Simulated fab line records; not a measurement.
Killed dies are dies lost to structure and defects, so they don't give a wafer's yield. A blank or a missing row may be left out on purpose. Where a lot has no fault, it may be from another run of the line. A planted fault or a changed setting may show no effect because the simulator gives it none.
Split-lot experiment | flow n5Finfet | route with 1938 steps; 7 lots, 21 wafers read

== THE SPLIT ITSELF ==
At N5_HKMG_FIN_COAT_42 (time 60 s, resist thk 35 nm), the setting spinRpm was moved away from the recipe's 1500 rpm on 5 of the 21 wafers read, by -8.3% to +6.1%. All remaining wafers had this setting at the recipe value.

== FROM THE SPLIT TO THE READING: what the file shows between them, 4 steps ==
- N5_HKMG_FIN_COAT_43: resist thk 90 nm
- N5_HKMG_FIN_EBR_45
- N5_HKMG_FIN_DESCUM_53: chemistry O2, time 7.9 s
- N5_HKMG_FIN_ETCH_54: etches SiARC in CF4, target depth 45.5 nm, time 75.8 s

== THE READING ==
SiARC_of_HKMG_FIN_COAT_42.thkNm (the simulator's own value, which no gauge read), in nm, at N5_HKMG_FIN_ETCH_55 (etches SOC in N2/H2, target depth 240 nm, time 300 s). The file gives no usual value for it. Here, 16 wafers ran the recipe; their average is 21.3 nm with a standard deviation of 0.18 nm.

wafer  | tool, chamber at the split | spinRpm as run, rpm | against the recipe | SiARC_of_HKMG_FIN_COAT_42.thkNm, nm | against lot-mates on the recipe
L074.1 | lithoTrack-05, 0           | 1500                | recipe             | 21.2                                | -
L074.2 | lithoTrack-05, 0           | 1500                | recipe             | 21.2                                | -
L074.4 | lithoTrack-05, 0           | 1500                | recipe             | 21.6                                | -
L075.3 | lithoTrack-03, 0           | 1548                | +3.2%              | 20.6                                | -0.4
L075.5 | lithoTrack-03, 0           | 1548                | +3.2%              | 20.6                                | -0.4
L075.4 | lithoTrack-03, 0           | 1500                | recipe             | 21                                  | -
L076.1 | lithoTrack-03, 0           | 1500                | recipe             | 21.2                                | -
L076.4 | lithoTrack-03, 0           | 1500                | recipe             | 21.2                                | -
L076.5 | lithoTrack-03, 0           | 1592                | +6.1%              | 20.2                                | -1.0
L077.1 | lithoTrack-01, 0           | 1500                | recipe             | 21                                  | -
L077.3 | lithoTrack-01, 0           | 1500                | recipe             | 21                                  | -
L077.6 | lithoTrack-01, 0           | 1500                | recipe             | 21.2                                | -
L080.4 | lithoTrack-01, 0           | 1375                | -8.3%              | 22.4                                | +1.1
L080.5 | lithoTrack-01, 0           | 1500                | recipe             | 21.2                                | -
L080.6 | lithoTrack-01, 0           | 1500                | recipe             | 21.4                                | -
L083.1 | lithoTrack-01, 0           | 1500                | recipe             | 21.2                                | -
L083.2 | lithoTrack-01, 0           | 1500                | recipe             | 21.4                                | -
L083.6 | lithoTrack-01, 0           | 1500                | recipe             | 21.4                                | -
L090.4 | lithoTrack-03, 0           | 1500                | recipe             | 21.6                                | -
L090.5 | lithoTrack-03, 0           | 1500                | recipe             | 21.4                                | -
L090.6 | lithoTrack-03, 0           | 1457                | -2.9%              | 22                                  | +0.5

FIT RESULTS
A straight line over all 21 wafers: SiARC_of_HKMG_FIN_COAT_42.thkNm changes by -0.164 nm for each +1% of spinRpm; r = -0.92; the points scatter about the line by 0.19 nm.
The same after taking each lot's own level away (the mean of its wafers on the recipe; 21 wafers): -0.142 nm for each +1%; r = -0.96; scatter 0.11 nm.
Per that fit: largest spinRpm move, reading shift of 1.2 nm.
The lots' own levels span 21.00 to 21.50 nm, that is 2.7 times the standard deviation above.
Thus the slope moves with the lot-to-lot level: the two fits are different.
Check: for one of the wafers moved furthest among these (-8.3%), held out of the fit, the line's prediction against its lot-mates is +1.29 nm. It came out at +1.1 nm against them.

== THE WHOLE CHAIN: every reading that the file lists as answering this split, in the file's order ==
step                | what it does                                           | reading                                                                          | change (the file's fit)               | r (the file's)
N5_HKMG_FIN_COAT_42 | time 60 s, resist thk 35 nm                            | SiARC_of_HKMG_FIN_COAT_42.thkNm (the simulator's own value, which no gauge read) | -0.177 nm for each +1% of the setting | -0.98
N5_HKMG_FIN_ETCH_54 | etches SiARC in CF4, target depth 45.5 nm, time 75.8 s | etch.depthNm (the simulator's own value, which no gauge read)                    | -0.179 nm for each +1% of the setting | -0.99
N5_HKMG_FIN_ETCH_55 | etches SOC in N2/H2, target depth 240 nm, time 300 s   | SiARC_of_HKMG_FIN_COAT_42.thkNm (the simulator's own value, which no gauge read) | -0.144 nm for each +1% of the setting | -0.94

== FILE'S OWN FIT ==
SiARC_of_HKMG_FIN_COAT_42.thkNm changes by -0.144 nm for each +1% of spinRpm, r = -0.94.
